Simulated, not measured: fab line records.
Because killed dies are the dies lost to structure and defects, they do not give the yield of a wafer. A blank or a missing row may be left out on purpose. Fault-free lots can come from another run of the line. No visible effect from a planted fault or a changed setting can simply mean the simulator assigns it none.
fab line records -- flow n5-finfet
record lots=7, wafers=21
route steps=1938 shown SD_EPI_N@269 HKMG_FIN@390 GATE_CUT@490 MOL_CONTACT_COAG@531
start-h: the number of hours between the record's first day and the start of the first shown wafer of the lot -- wait-h: how many hours have passed since the lot's step before this one -- " the same as in the row above -- L1.1+2: several wafers, shown together as one row -- - no value, or no start was given -- * or withheld: withheld -- < > ~ a bound
route shown NAME@n: names a module that has steps shown in the file, with the first one's number in the route -- usual: mean and standard deviation over wafers with no fault -- same: alike in all rows -- chamber/n: place in a boat -- sites: readings site by site -- _std_site: the values' standard deviation -- _edge_site: the outer-site mean with the inner-site mean subtracted -- radius-mm: for every site, how far away it sits from the centre of the wafer -- mask NAME#n: copy n -- behind: the most recent tool/chamber to have shaped the wafer -- hold: why the lot was held/for how many hours/how that ended -- device: the transistor (n, p or np) that didn't switch -- end of line: tests of these same wafers at the route's end -- where a step has no rows: the recipe by itself -- killed: at the first sort, the dies lost to defects and structure; wafer yield is something else -- map: per-die view of a wafer (x killed, . not killed, _ where there is no die)
set.NAME: setting as actually run; set.NAME@STEP: the setting as run at that earlier step -- model.NAME: the simulator's own value behind a step, which no gauge read
lots run with intentionally changed settings; tables by step, rows by wafer
## steps
# step N5_SD_EPI_N_DEVELOP_08
# recipe develop-time-s=30, developer=TMAH, resist=CAR-ArF-block, dev-temp-c=23, rinse-liquid=diw, dry=air-spin
lot.wafer,tool,chamber,start-h,wait-h,set.develop-time-s
L075.1+2+4,litho-track-02,0,-,-,30
L081.1+3+6,litho-track-02,0,-,-,30
L083.2+5,litho-track-05,0,-,-,33.77
L083.6,litho-track-05,0,-,-,30
L084.1,litho-track-05,0,-,-,24.4
L084.2+4,litho-track-05,0,-,-,30
L085.4+5+6,litho-track-05,0,-,-,30
L089.3+4+5,litho-track-02,0,-,-,24.67
L091.1+3+5,litho-track-05,0,-,-,30
# step N5_SD_EPI_N_CD_MEAS_09
# recipe target-cd-nm=120, landing-energy-ev=500, detector=se-inlens
# usual cd-nm=120.2/0.83
lot.wafer,tool,chamber,start-h,wait-h,set.dose-mj@SD_EPI_N_EXPOSE_06,cd-nm
L075.1,cd-sem-02,0,57.99,-,39.75,120.4
L075.2,cd-sem-02,0,57.99,-,41.69,123.3
L075.4,cd-sem-02,0,57.99,-,39.75,120.8
L081.1,cd-sem-03,0,89.51,-,41.26,122.5
L081.3,cd-sem-03,0,89.51,-,39.75,119.2
L081.6,cd-sem-03,0,89.51,-,39.75,120.8
L083.2,cd-sem-01,0,103.65,-,39.75,119.9
L083.5,cd-sem-01,0,103.65,-,42.71,126.0
L083.6,cd-sem-01,0,103.65,-,39.75,120.3
L084.1,cd-sem-01,0,107.84,-,38.21,117.8
L084.2,cd-sem-01,0,107.84,-,38.21,118.5
L084.4,cd-sem-01,0,107.84,-,39.75,121.8
L085.4,cd-sem-03,0,116.13,-,39.75,120.3
L085.5,cd-sem-03,0,116.13,-,39.75,120.7
L085.6,cd-sem-03,0,116.13,-,39.75,120.2
L089.3,cd-sem-02,0,137.35,-,39.75,119.1
L089.4,cd-sem-02,0,137.35,-,39.75,119.1
L089.5,cd-sem-02,0,137.35,-,39.75,118.9
L091.1,cd-sem-01,0,151.69,-,39.75,121.7
L091.3,cd-sem-01,0,151.69,-,37.29,116.7
L091.5,cd-sem-01,0,151.69,-,37.29,115.0
# step N5_SD_EPI_N_DESCUM_14
# recipe chemistry=O2, time-s=7.9, source-power-w=50, bias-power-w=20, pressure-mtorr=20, rf-frequency-hz=2.712e+07, temp-c=40, resist=CAR-ArF-block, o2-flow-sccm=225
lot.wafer,tool,chamber,start-h,wait-h,set.dose-mj@SD_EPI_N_EXPOSE_06,model.SD_EPI_N.cd-nm
L075.1,rie-diel-01,3,58.33,0.3,39.75,120.6
L075.2,rie-diel-01,0,58.33,0.3,41.69,123.2
L075.4,rie-diel-01,2,58.33,0.3,39.75,120.4
L081.1,rie-diel-03,1,89.60,0.0,41.26,122.8
L081.3,rie-diel-03,2,89.60,0.0,39.75,119.2
L081.6,rie-diel-03,0,89.60,0.0,39.75,120.4
L083.2+6,rie-diel-01,"0,2",103.74,0.0,39.75,120.2
L083.5,rie-diel-01,3,103.74,0.0,42.71,126.2
L084.1,rie-diel-03,3,107.93,0.0,38.21,117.8
L084.2,rie-diel-03,1,107.93,0.0,38.21,119
L084.4,rie-diel-03,0,107.93,0.0,39.75,121.6
L085.4,rie-diel-01,1,116.44,0.3,39.75,120.4
L085.5,rie-diel-01,3,116.44,0.3,39.75,121.2
L085.6,rie-diel-01,2,116.44,0.3,39.75,120
L089.3+4+5,rie-diel-03,"0,2,3",137.44,0.0,39.75,119
L091.1,rie-diel-01,2,151.78,0.0,39.75,121.2
L091.3,rie-diel-01,0,151.78,0.0,37.29,116.8
L091.5,rie-diel-01,1,151.78,0.0,37.29,115
# step N5_SD_EPI_N_ETCH_34
# recipe chemistry=CF4, target=SiARC, target-depth-a=455, mask-material=CAR-ArF-block, time-s=75.8, ion-energy-ev=80, pressure-mtorr=40, source-w=545, bias-w=36, Ar_flow_sccm=100, cf4-flow-sccm=100, ends=cleared
# step N5_SD_EPI_N_ETCH_35
# recipe chemistry=N2/H2, target=SOC, overetch-a=1080, mask-material=SiARC, temp-c=40, ion-energy-ev=100, source-w=3000, bias-w=133, pressure-mtorr=20, time-s=486, n2-flow-sccm=200, h2-flow-sccm=200
lot.wafer,tool,chamber,start-h,wait-h,set.dose-mj@SD_EPI_N_EXPOSE_06,model.SD_EPI_N.cd-nm
L075.1,rie-diel-01,3,58.42,0.0,39.75,120.8
L075.2,rie-diel-01,0,58.42,0.0,41.69,122
L075.4,rie-diel-01,2,58.42,0.0,39.75,121.6
L081.1,rie-diel-03,1,89.69,0.0,41.26,123.4
L081.3,rie-diel-03,2,89.69,0.0,39.75,118.8
L081.6,rie-diel-03,0,89.69,0.0,39.75,121
L083.2,rie-diel-01,0,103.83,0.0,39.75,120.8
L083.5,rie-diel-01,3,103.83,0.0,42.71,126.4
L083.6,rie-diel-01,2,103.83,0.0,39.75,121.6
L084.1,rie-diel-03,3,108.02,0.0,38.21,118.8
L084.2,rie-diel-03,1,108.02,0.0,38.21,119.8
L084.4,rie-diel-03,0,108.02,0.0,39.75,123
L085.4+5,rie-diel-01,"1,3",116.67,0.2,39.75,122
L085.6,rie-diel-01,2,116.67,0.2,39.75,121
L089.3,rie-diel-03,0,137.53,0.0,39.75,118.8
L089.4+5,rie-diel-03,"2,3",137.53,0.0,39.75,118.6
L091.1,rie-diel-01,2,151.87,0.0,39.75,122.6
L091.3+5,rie-diel-01,"0,1",151.87,0.0,37.29,116
# step N5_SD_EPI_N_STRIP_36
# recipe chemistry=N2/H2, temp-c=40, n2-flow-sccm=200, h2-flow-sccm=200, rf-frequency-hz=6e+07
# step N5_SD_EPI_N_ETCHBACK_44
# recipe chemistry=CH3F/O2, mode=anisotropic-etchback, target=SiNx, target-depth-a=145, stop-on=SiO2, over-etch-frac=0.3, ion-energy-ev=120, pressure-mtorr=30, source-w=395, bias-w=73, Ar_flow_sccm=150, CH3F_flow_sccm=30, O2_flow_sccm=20
lot.wafer,tool,chamber,start-h,wait-h,set.dose-mj@SD_EPI_N_EXPOSE_06,model.SD_EPI_N.cd-nm
L075.1,rie-diel-01,3,58.74,0.0,39.75,120.4
L075.2,rie-diel-01,0,58.74,0.0,41.69,122
L075.4,rie-diel-01,2,58.74,0.0,39.75,121.4
L081.1,rie-diel-03,1,90.01,0.0,41.26,123.2
L081.3,rie-diel-03,2,90.01,0.0,39.75,118.6
L081.6,rie-diel-03,0,90.01,0.0,39.75,121
L083.2,rie-diel-01,0,104.15,0.0,39.75,120.8
L083.5,rie-diel-01,3,104.15,0.0,42.71,126.4
L083.6,rie-diel-01,2,104.15,0.0,39.75,121.6
L084.1,rie-diel-03,3,108.34,0.0,38.21,118.8
L084.2,rie-diel-03,1,108.34,0.0,38.21,119.6
L084.4,rie-diel-03,0,108.34,0.0,39.75,123
L085.4+5,rie-diel-01,"1,3",116.89,0.1,39.75,121.8
L085.6,rie-diel-01,2,116.89,0.1,39.75,121
L089.3,rie-diel-03,0,137.85,0.0,39.75,118.8
L089.4,rie-diel-03,2,137.85,0.0,39.75,118.4
L089.5,rie-diel-03,3,137.85,0.0,39.75,118.6
L091.1,rie-diel-01,2,152.20,0.0,39.75,122.6
L091.3,rie-diel-01,0,152.20,0.0,37.29,116
L091.5,rie-diel-01,1,152.20,0.0,37.29,115.8
# step N5_SD_EPI_N_ETCH_45
# recipe chemistry=CH3F/O2, target=SiOCN, target-depth-a=60, mask-material=SOC, ion-energy-ev=60, bias-w=29, pressure-mtorr=15, source-w=410, Ar_flow_sccm=150, CH3F_flow_sccm=30, O2_flow_sccm=20
# step N5_SD_EPI_N_ETCH_16
# recipe chemistry=CHF3/O2, target=SiO2, target-depth-a=50, mask-material=SOC, pressure-mtorr=30, source-w=650, bias-w=170, Ar_flow_sccm=200, CHF3_flow_sccm=50, O2_flow_sccm=5, ion-energy-ev=200
lot.wafer,tool,chamber,start-h,wait-h,set.dose-mj@SD_EPI_N_EXPOSE_06,model.SD_EPI_N.cd-nm
L075.1,rie-diel-01,3,58.94,0.1,39.75,120.6
L075.2,rie-diel-01,0,58.94,0.1,41.69,121.8
L075.4,rie-diel-01,2,58.94,0.1,39.75,121.6
L081.1,rie-diel-03,1,90.21,0.1,41.26,123
L081.3,rie-diel-03,2,90.21,0.1,39.75,118.6
L081.6,rie-diel-03,0,90.21,0.1,39.75,121
L083.2,rie-diel-01,0,104.35,0.1,39.75,120.8
L083.5,rie-diel-01,3,104.35,0.1,42.71,126.4
L083.6,rie-diel-01,2,104.35,0.1,39.75,121.8
L084.1,rie-diel-03,3,108.54,0.1,38.21,118.8
L084.2,rie-diel-03,1,108.54,0.1,38.21,119.6
L084.4,rie-diel-03,0,108.54,0.1,39.75,122.8
L085.4+5,rie-diel-01,"1,3",117.06,0.0,39.75,121.8
L085.6,rie-diel-01,2,117.06,0.0,39.75,121.2
L089.3,rie-diel-03,0,138.05,0.1,39.75,118.8
L089.4,rie-diel-03,2,138.05,0.1,39.75,118.4
L089.5,rie-diel-03,3,138.05,0.1,39.75,118.6
L091.1,rie-diel-01,2,152.40,0.1,39.75,122.8
L091.3+5,rie-diel-01,"0,1",152.40,0.1,37.29,115.8
# step N5_HKMG_FIN_COAT_41
# recipe resist=SOC, temp-c=250, time-s=60, spin-rpm=1500, resist-thk-nm=300
lot.wafer,tool,chamber,start-h,wait-h,set.spin-rpm,model.SOC_of_HKMG_FIN_COAT_41.thk-nm
L075.1,litho-track-03,0,79.99,-,1664,286
L075.2,litho-track-03,0,79.99,-,1500,300.6
L075.4,litho-track-03,0,79.99,-,1500,299.8
L081.1,litho-track-05,0,111.72,-,1500,300.6
L081.3,litho-track-05,0,111.72,-,1500,301
L081.6,litho-track-05,0,111.72,-,1500,300
L083.2,litho-track-03,0,125.37,-,1636,287
L083.5,litho-track-03,0,125.37,-,1636,287.4
L083.6,litho-track-03,0,125.37,-,1636,287.6
L084.1,litho-track-05,0,130.38,-,1603,290.4
L084.2,litho-track-05,0,130.38,-,1603,289
L084.4,litho-track-05,0,130.38,-,1500,299
L085.4,litho-track-05,0,138.12,-,1500,298.6
L085.5,litho-track-05,0,138.12,-,1500,299
L085.6,litho-track-05,0,138.12,-,1500,300
L089.3,litho-track-03,0,159.88,-,1500,299.6
L089.4,litho-track-03,0,159.88,-,1668,284.4
L089.5,litho-track-03,0,159.88,-,1668,283.6
L091.1,litho-track-03,0,173.62,-,1500,299.6
L091.3,litho-track-03,0,173.62,-,1500,299.2
L091.5,litho-track-03,0,173.62,-,1428,308.6
# step N5_HKMG_FIN_DESCUM_53
# recipe chemistry=O2, time-s=7.9, source-power-w=50, bias-power-w=20, pressure-mtorr=20, rf-frequency-hz=2.712e+07, temp-c=40, resist=CAR-ArF, o2-flow-sccm=225
lot.wafer,tool,chamber,start-h,wait-h,set.time-s,model.CAR-ArF_of_HKMG_FIN_COAT_43.thk-nm
L075.1,rie-diel-01,3,80.32,0.0,7.9,83.6
L075.2,rie-diel-01,2,80.32,0.0,7.9,83.4
L075.4,rie-diel-01,0,80.32,0.0,8.81,83
L081.1+3,rie-diel-03,"1,3",112.17,0.0,9.264,82.8
L081.6,rie-diel-03,0,112.17,0.0,7.9,83.6
L083.2,rie-diel-01,3,125.70,0.0,7.9,83.2
L083.5,rie-diel-01,2,125.70,0.0,7.256,83.6
L083.6,rie-diel-01,3,125.70,0.0,7.256,83.2
L084.1+4,rie-diel-03,"2,3",130.83,0.0,6.635,84.2
L084.2,rie-diel-03,0,130.83,0.0,7.9,83
L085.4+6,rie-diel-06,"2,0",138.46,0.0,7.9,83.4
L085.5,rie-diel-06,1,138.46,0.0,7.9,83.2
L089.3,rie-diel-01,2,160.22,0.0,7.9,83.8
L089.4,rie-diel-01,3,160.22,0.0,7.9,84
L089.5,rie-diel-01,0,160.22,0.0,7.273,84.2
L091.1+3,rie-diel-03,"2,3",173.95,0.0,7.9,83.6
L091.5,rie-diel-03,1,173.95,0.0,6.998,84.4
# step N5_GATE_CUT_DESCUM_18
# recipe chemistry=O2, time-s=7, source-power-w=50, bias-power-w=20, pressure-mtorr=20, rf-frequency-hz=2.712e+07, temp-c=40, resist=CAR-EUV, o2-flow-sccm=225
lot.wafer,tool,chamber,start-h,wait-h,set.time-s,model.CAR-EUV_of_GATE_CUT_COAT_07.thk-nm
L075.1+4,rie-diel-04,2,93.41,0.0,7,26
L075.2,rie-diel-04,0,93.41,0.0,7.504,25.8
L081.1,rie-diel-04,3,124.46,0.4,7,26.4
L081.3,rie-diel-04,0,124.46,0.4,6.104,26.6
L081.6,rie-diel-04,0,124.46,0.4,7,26
L083.2,rie-diel-05,3,137.45,0.0,7,26
L083.5,rie-diel-05,2,137.45,0.0,7,26.2
L083.6,rie-diel-05,3,137.45,0.0,8.238,25.4
L084.1+4,rie-diel-02,"1,3",144.23,0.0,7,26
L084.2,rie-diel-02,0,144.23,0.0,7,26.2
L085.4,rie-diel-02,0,149.91,0.0,7,26.2
L085.5+6,rie-diel-02,"1,3",149.91,0.0,7,26
L089.3+5,rie-diel-05,"0,3",172.05,0.0,6.02,26.6
L089.4,rie-diel-05,2,172.05,0.0,7,26
L091.1,rie-diel-04,0,186.07,0.3,7,26
L091.3,rie-diel-04,3,186.07,0.3,7,26.2
L091.5,rie-diel-04,0,186.07,0.3,8.345,25.4
# step N5_GATE_CUT_ETCH_28
# recipe chemistry=N2/H2, target=underlayer, target-depth-a=130, mask-material=CAR-EUV, time-s=10.4, ion-energy-ev=200, pressure-mtorr=30, source-w=840, bias-w=150, n2-flow-sccm=200, h2-flow-sccm=200, ends=cleared
lot.wafer,tool,chamber,start-h,wait-h,set.time-s@GATE_CUT_DESCUM_18,model.CAR-EUV_of_GATE_CUT_COAT_07.thk-nm
L075.1+4,rie-diel-04,2,93.44,0.0,7,14.6
L075.2,rie-diel-04,0,93.44,0.0,7.504,14.2
L081.1,rie-diel-04,3,124.49,0.0,7,14.8
L081.3,rie-diel-04,0,124.49,0.0,6.104,15
L081.6,rie-diel-04,0,124.49,0.0,7,14.4
L083.2,rie-diel-05,3,137.48,0.0,7,14.6
L083.5,rie-diel-05,2,137.48,0.0,7,14.8
L083.6,rie-diel-05,3,137.48,0.0,8.238,14
L084.1+4,rie-diel-02,"1,3",144.26,0.0,7,14.6
L084.2,rie-diel-02,0,144.26,0.0,7,14.8
L085.4+5+6,rie-diel-02,"0,1,3",149.94,0.0,7,14.6
L089.3,rie-diel-05,0,172.09,0.0,6.02,15
L089.4,rie-diel-05,2,172.09,0.0,7,14.6
L089.5,rie-diel-05,3,172.09,0.0,6.02,15.2
L091.1,rie-diel-04,0,186.10,0.0,7,14.4
L091.3,rie-diel-04,3,186.10,0.0,7,14.8
L091.5,rie-diel-04,0,186.10,0.0,8.345,13.8
# step N5_GATE_CUT_ETCH_36
# recipe chemistry=CF4, target=SiARC, target-depth-a=130, mask-material=CAR-EUV, time-s=21.7, ion-energy-ev=80, pressure-mtorr=40, source-w=545, bias-w=36, Ar_flow_sccm=100, cf4-flow-sccm=100, ends=cleared
lot.wafer,tool,chamber,start-h,wait-h,set.cf4-flow-sccm,set.time-s@GATE_CUT_DESCUM_18,model.CAR-EUV_of_GATE_CUT_COAT_07.thk-nm
L075.1+4,rie-diel-04,2,93.46,0.0,100,7,7
L075.2,rie-diel-04,0,93.46,0.0,100,7.504,6.6
L081.1,rie-diel-04,3,124.51,0.0,100,7,7.2
L081.3,rie-diel-04,0,124.51,0.0,117.4,6.104,7.2
L081.6,rie-diel-04,0,124.51,0.0,100,7,6.8
L083.2+5,rie-diel-05,"3,2",137.50,0.0,79.57,7,7
L083.6,rie-diel-05,3,137.50,0.0,100,8.238,6.4
L084.1,rie-diel-02,1,144.28,0.0,122,7,6.8
L084.2,rie-diel-02,0,144.28,0.0,122,7,7
L084.4,rie-diel-02,3,144.28,0.0,100,7,6.8
L085.4+6,rie-diel-02,"0,3",149.96,0.0,100,7,7
L085.5,rie-diel-02,1,149.96,0.0,100,7,6.8
L089.3+5,rie-diel-05,"0,3",172.11,0.0,121.5,6.02,7.4
L089.4,rie-diel-05,2,172.11,0.0,121.5,7,6.8
L091.1,rie-diel-04,0,186.12,0.0,100,7,6.8
L091.3,rie-diel-04,3,186.12,0.0,100,7,7
L091.5,rie-diel-04,0,186.12,0.0,100,8.345,6.2
# step N5_MOL_CONTACT_COAG_ETCH_105
# recipe chemistry=CF4, target=SiARC, target-depth-a=156, mask-material=CAR-EUV, time-s=26, ion-energy-ev=80, pressure-mtorr=40, source-w=545, bias-w=36, Ar_flow_sccm=100, cf4-flow-sccm=100, ends=cleared
# usual rf-vpp-V=184.4/1.2
lot.wafer,tool,chamber,start-h,wait-h,set.bias-w,rf-vpp-V
L075.1,rie-diel-03,3,97.37,0.0,36,184.2
L075.2,rie-diel-03,2,97.37,0.0,36,183.6
L075.4,rie-diel-03,0,97.37,0.0,36,183.6
L081.1,rie-diel-03,0,128.30,0.0,39.87,196.7
L081.3,rie-diel-03,3,128.30,0.0,36,182.3
L081.6,rie-diel-03,3,128.30,0.0,36,183.0
L083.2,rie-diel-03,2,141.56,0.0,36,184.2
L083.5,rie-diel-03,2,141.56,0.0,36,184.4
L083.6,rie-diel-03,1,141.56,0.0,36,186.2
L084.1,rie-diel-06,1,148.12,0.0,36,184.5
L084.2,rie-diel-06,2,148.12,0.0,39.55,194.0
L084.4,rie-diel-06,2,148.12,0.0,36,184.8
L085.4,rie-diel-03,1,154.28,0.0,36,184.9
L085.5,rie-diel-03,0,154.28,0.0,36,184.7
L085.6,rie-diel-03,1,154.28,0.0,36,183.3
L089.3,rie-diel-03,2,175.89,0.0,36,183.8
L089.4,rie-diel-03,1,175.89,0.0,36,185.0
L089.5,rie-diel-03,1,175.89,0.0,34.12,178.0
L091.1,rie-diel-06,3,190.29,0.0,36,186.9
L091.3,rie-diel-06,1,190.29,0.0,36,183.2
L091.5,rie-diel-06,1,190.29,0.0,36,185.1
# step N5_MOL_CONTACT_COAG_COAT_34
# recipe resist=CAR-EUV, spin-rpm=1500, resist-thk-nm=40
lot.wafer,tool,chamber,start-h,wait-h,set.spin-rpm,model.CAR-EUV_of_MOL_CONTACT_COAG_COAT_34.thk-nm
L075.1,litho-track-01,0,-,-,1500,39.8
L075.2+4,litho-track-01,0,-,-,1439,40.6
L081.1,litho-track-02,0,-,-,1500,39.8
L081.3+6,litho-track-02,0,-,-,1367,41.8
L083.2+6,litho-track-01,0,-,-,1500,40.2
L083.5,litho-track-01,0,-,-,1500,39.8
L084.1+4,litho-track-01,0,-,-,1500,40.2
L084.2,litho-track-01,0,-,-,1500,40
L085.4+5+6,litho-track-02,0,-,-,1500,39.8
L089.3,litho-track-01,0,-,-,1408,41.4
L089.4+5,litho-track-01,0,-,-,1500,40
L091.1,litho-track-02,0,-,-,1431,41
L091.3,litho-track-02,0,-,-,1500,40
L091.5,litho-track-02,0,-,-,1500,40.2
# step N5_MOL_CONTACT_COAG_EBR_36
# recipe solvent=PGMEA, ebr-width-mm=1.5
# step N5_MOL_CONTACT_COAG_SOFTBAKE_35
# recipe temp-c=110, time-s=60, resist=CAR-EUV
# step N5_MOL_CONTACT_COAG_EXPOSE_37
# recipe mask-id=VD, na=0.33, source-shape=annular, sigma-inner=0.3, sigma-outer=0.7, polarization=unpolarized, defocus-nm=0, dose-mj=62
# step N5_MOL_CONTACT_COAG_PEB_38
# recipe peb-temp-c=100, peb-time-s=60, resist=CAR-EUV
# step N5_MOL_CONTACT_COAG_DEVELOP_39
# recipe develop-time-s=30, developer=TMAH, resist=CAR-EUV, rinse-liquid=surfactant-rinse, dry=air-spin, dev-temp-c=23
lot.wafer,tool,chamber,start-h,wait-h,set.spin-rpm@MOL_CONTACT_COAG_COAT_34,model.CAR-EUV_of_MOL_CONTACT_COAG_COAT_34.thk-nm
L075.1,litho-track-01,0,-,-,1500,39.4
L075.2+4,litho-track-01,0,-,-,1439,40.2
L081.1,litho-track-01,0,-,-,1500,39.4
L081.3+6,litho-track-01,0,-,-,1367,41.4
L083.2+6,litho-track-02,0,-,-,1500,39.6
L083.5,litho-track-02,0,-,-,1500,39.4
L084.1+4,litho-track-05,0,-,-,1500,39.8
L084.2,litho-track-05,0,-,-,1500,39.6
L085.4+5+6,litho-track-02,0,-,-,1500,39.4
L089.3,litho-track-01,0,-,-,1408,40.8
L089.4+5,litho-track-01,0,-,-,1500,39.6
L091.1,litho-track-01,0,-,-,1431,40.6
L091.3+5,litho-track-01,0,-,-,1500,39.6
## key
split step=N5_SD_EPI_N_DEVELOP_08, setting=develop-time-s, stated=30, by=wafer
response none clear
split step=N5_HKMG_FIN_COAT_41, setting=spin-rpm, stated=1500, by=wafer
response step=N5_HKMG_FIN_COAT_41, reading=model.SOC_of_HKMG_FIN_COAT_41.thk-nm, change=-1.39, per=1%, r=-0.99
split step=N5_HKMG_FIN_DESCUM_53, setting=time-s, stated=7.9, by=wafer
response step=N5_HKMG_FIN_DESCUM_53, reading=model.CAR-ArF_of_HKMG_FIN_COAT_43.thk-nm, change=-0.0548, per=1%, r=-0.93
split step=N5_GATE_CUT_DESCUM_18, setting=time-s, stated=7, by=wafer
response step=N5_GATE_CUT_DESCUM_18, reading=model.CAR-EUV_of_GATE_CUT_COAT_07.thk-nm, change=-0.0373, per=1%, r=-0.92
response step=N5_GATE_CUT_ETCH_28, reading=model.CAR-EUV_of_GATE_CUT_COAT_07.thk-nm, change=-0.0391, per=1%, r=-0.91
response step=N5_GATE_CUT_ETCH_36, reading=model.CAR-EUV_of_GATE_CUT_COAT_07.thk-nm, change=-0.0347, per=1%, r=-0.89
split step=N5_GATE_CUT_ETCH_36, setting=cf4-flow-sccm, stated=100, by=wafer
response none clear
split step=N5_MOL_CONTACT_COAG_ETCH_105, setting=bias-w, stated=36, by=wafer
response step=N5_MOL_CONTACT_COAG_ETCH_105, reading=rf-vpp-V, change=+1.16, per=1%, r=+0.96
split step=N5_MOL_CONTACT_COAG_COAT_34, setting=spin-rpm, stated=1500, by=wafer
response step=N5_MOL_CONTACT_COAG_COAT_34, reading=model.CAR-EUV_of_MOL_CONTACT_COAG_COAT_34.thk-nm, change=-0.219, per=1%, r=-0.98
response step=N5_MOL_CONTACT_COAG_DEVELOP_39, reading=model.CAR-EUV_of_MOL_CONTACT_COAG_COAT_34.thk-nm, change=-0.214, per=1%, r=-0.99
split outside-this-file step=N5_SD_EPI_N_EXPOSE_06 setting=dose-mj
# split outside-this-file: this setting was split too, and the file shows its column; the key of that split is in another file
